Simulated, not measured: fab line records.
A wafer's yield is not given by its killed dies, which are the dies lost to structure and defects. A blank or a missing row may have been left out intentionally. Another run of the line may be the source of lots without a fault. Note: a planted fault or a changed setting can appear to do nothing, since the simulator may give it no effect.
Comparing a struck lot with a sound one + flow nandHarc + 15 out of 1302 route steps
Sound: these wafers, L320.2, L320.3, L320.4. The struck wafers were L336.2, L336.4, L336.6. Last of all comes the cause.
Order at every step that has rows: each side's tool, ch and its chambers, its first start. Under that, the readings that differ: sound wafers + struck wafers + difference of the means + sigmas: that difference in standard deviations of wafers without a fault.
alike: same words and numbers on both sides, and readings whose means sit less than 2 such deviations apart. not compared: any withheld reading, any reading some wafer has no value for, any bound like >300 that may hide the same value, and any number with overlapping values for which the record gives no deviation.
Wherever a step has rows on one side only, a row that says differs or no value, or a row with sigmas, the two part there. Non-overlapping numbers with no deviation appear without sigmas and do not part them. Lack of a reading on every wafer of one side parts them only where that side has two or more wafers.

NHARC_A_CONTACT_ETCH_49: etches the open film in N2/H2, target depth 260 nm, time 475.3 s.
  sound: rieDiel-03 ch 1,2,3; struck: rieDiel-09 ch 0,1,3
  alike: biasW, chamberPressureMTorr, drypumpMotorCurrentA, oesProductAu, rfVppV, showerheadPlenumPTorr, throttleValvePct
  not compared: rfHoursCounterH
then, 3 steps without rows for these wafers: NHARC_A_CONTACT_ETCH_50 (etches the open film in CF4/CHF3, target depth 121 nm, time 60.5 s); NHARC_A_CONTACT_ETCH_51 (etches the open film in O2/COS, target depth 7000 nm, time 1820 s); NHARC_A_CONTACT_ETCH_111 (etches the open film in C4F8/O2/Ar, time 140 s, target depth 700 nm).
NHARC_A_CONTACT_ETCH_112: etches the open film in C4F8/O2/Ar, time 190 s, target depth 1850 nm.
  sound on harCapEtch-03 ch 0,1, day 24 00:20; struck on harCapEtch-03 ch 0,1, day 29 17:53
  alike: chamberPressureMTorr, oesAirLineAu
  not compared: rfHoursCounterH
then, 2 steps without rows for these wafers: NHARC_A_CONTACT_ETCH_113 (etches the open film in C4F8/O2/Ar, time 190 s, target depth 1850 nm); NHARC_A_CONTACT_ETCH_114 (etches the open film in C4F8/O2/Ar, time 190 s, target depth 1850 nm).
NHARC_A_CONTACT_ETCH_115: etches the open film in C4F8/O2/Ar, time 190 s, target depth 1850 nm.
  sound on harCapEtch-03 ch 0,1, day 24 00:51; struck on harCapEtch-03 ch 0,1, day 29 18:23
  alike: chamberPressureMTorr, oesAirLineAu
  not compared: rfHoursCounterH
then, 2 steps without rows for these wafers: NHARC_A_CONTACT_ETCH_116 (etches the open film in C4F8/O2/Ar, time 190 s, target depth 1850 nm); NHARC_A_CONTACT_ETCH_117 (etches the open film in C4F8/O2/Ar, time 190 s, target depth 1850 nm).
NHARC_A_CONTACT_ETCH_118: etches the open film in C4F8/O2/Ar, time 190 s, target depth 1850 nm.
  sound on harCapEtch-03 ch 0,1, day 24 01:22; struck on harCapEtch-03 ch 0,1, day 29 18:54
  alike: chamberPressureMTorr, oesAirLineAu
  not compared: rfHoursCounterH
NHARC_A_CONTACT_ETCH_119: etches the open film in C4F8/O2/Ar, time 190 s, target depth 1850 nm.
  sound on harCapEtch-03 ch 0,1, day 24 01:32; struck on harCapEtch-03 ch 0,1, day 29 19:04
  alike: chamberPressureMTorr, oesAirLineAu
  not compared: rfHoursCounterH
NHARC_A_CONTACT_ETCH_120: etches the open film in C4F8/O2/Ar, time 190 s, target depth 1850 nm.
  sound on harCapEtch-03 ch 0,1, day 24 01:42; struck on harCapEtch-03 ch 0,1, day 29 19:15
  no value came back on the struck wafers for chamberPressureMTorr (mTorr), oesAirLineAu (a.u.); on the sound wafers chamberPressureMTorr (mTorr) reads 20.003 20.007 20.001
  not compared: rfHoursCounterH
then, 1 step without rows for these wafers: NHARC_A_CONTACT_ETCH_121 (etches the open film in C4F8/O2/Ar, time 190 s, target depth 1850 nm).
-- record jumps: 3 days between struck wafers' starts before vs after; left off in module A_CONTACT, resumes in module END, first step shown is number 1302 of the route --
NHARC_END_SORT_01:
  sound on prober-02 ch 0, day 27 07:51; struck on prober-02 ch 0, day 32 21:46
| reading       | sound     | struck      | difference | sigmas |
|---------------|-----------|-------------|------------|--------|
| killedAtArray | 119 85 87 | 673 676 677 | +578       | +28    |
| killedDies    | 124 96 90 | 677 677 677 | +574       | +27    |
  alike: killedAtOther, killedAtPeriphery, killedOpen, killedShort

WHERE THEY PART
First at NHARC_A_CONTACT_ETCH_120; last, within this record, at NHARC_END_SORT_01.

WHY: whatever the simulator had introduced
Entire step skipped (harCapEtch-03, NHARC_A_CONTACT_ETCH_120), from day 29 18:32 onward. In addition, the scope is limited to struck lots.
